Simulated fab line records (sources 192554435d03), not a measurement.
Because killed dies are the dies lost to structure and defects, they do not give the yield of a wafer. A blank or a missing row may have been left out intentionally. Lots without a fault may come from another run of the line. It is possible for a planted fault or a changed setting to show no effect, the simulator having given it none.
Problem report in the 8D (eight disciplines) form, filled by code    flow n5Finfet    the parts of the form that need people (team, actions taken, sign-off) are left out

1. THE ISSUE
oesProductAu at N5_PMOS_HMC_CHANNEL_EPI_ETCH_38 reads a mean of 0.833 a.u. on 2 wafers of 2 lots; wafers without a fault read 0.998 a.u. with a standard deviation of 0.018. Measured from the usual mean, that is -9.2 standard deviations.
The step: etches SiO2 in CF4, target depth 1.5 nm.
Seen first at day 5 00:47 on rieSi-05, wafer L616.3. The record has a number at this step for 29 wafers belonging to 10 lots. The rule behind "out" and "out of limits": a value lying over 4 standard deviations away from the usual mean. Any other wafer with a number is counted as sound.

2. WHAT THIS IS AND IS NOT
question                     is                is not
which readings at this step  oesProductAu      chamberPressureMTorr, drypumpMotorCurrentA, throttleValvePct
which lots                   L616, L621        L603, L604, L606, L610, L611, L618, L624, L626
which wafers of those lots   L616.3, L621.3    L616.2, L616.4, L621.1
read on which tools          rieSi-05          rieSi-01, rieSi-04
when                         from day 5 00:47  up to then (17 sound wafers); but 10 sound wafers of L618, L621, L624, L626 came after

3. WHAT RULES OUT EACH SUSPECT
Counting: if a tool at a process step up to the reading ran every lot that is out, it stays a suspect. Sound lots after the first of them don't rule it out here, since some wafers of a struck lot are sound.
- rieSi-05 at N5_PMOS_HMC_CHANNEL_EPI_ETCH_38 (etches SiO2 in CF4, target depth 1.5 nm): kept. Every lot that is out went through it, the first being L616 (day 5 00:47); the last sound lot it ran before that was L611 (day 3 18:13). Out on those wafers are its own readings of oesProductAu.
- Within rieSi-05 at N5_PMOS_HMC_CHANNEL_EPI_ETCH_38: the wafers that are out ran in chambers 0, 3; their sound lot-mates ran in chambers 1, 2.
The count leaves rieSi-05 at N5_PMOS_HMC_CHANNEL_EPI_ETCH_38.

4. THE CAUSE (what the simulator had put in)
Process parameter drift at N5_PMOS_HMC_CHANNEL_EPI_ETCH_38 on rieSi-05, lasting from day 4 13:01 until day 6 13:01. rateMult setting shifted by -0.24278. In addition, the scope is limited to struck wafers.
Only this tool survived the counting.

5. THE CHAIN OF EFFECTS, in route order
One row per reading whose mean, taken over the struck wafers that have a number, lies over 3 standard deviations from the usual. Scope: only readings with a usual standard deviation given in the record; hours: median across lots of the time from each lot's start at the first step in this table that gives one to its start at this step; sigmas: change in usual standard deviations.
hours  step                             reading       usual       on struck wafers  change  sigmas
0      N5_PMOS_HMC_CHANNEL_EPI_ETCH_38  oesProductAu  0.998 a.u.  0.833             -0.165  -9.2
Its process steps:
- N5_PMOS_HMC_CHANNEL_EPI_ETCH_38: etches SiO2 in CF4, target depth 1.5 nm.
Later measuring or inspecting steps at which every struck wafer that the step has a row for has a number for every such reading, and none has moved that far: N5_PMOS_HMC_CHANNEL_EPI_THK_MEAS_22, N5_BEOL_M4_RC_MEAS_101.

6. WHAT WOULD HAVE CAUGHT IT SOONER
The fault began at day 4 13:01; the first out-of-limits reading in this record came at day 5 00:47, 12 hours later.
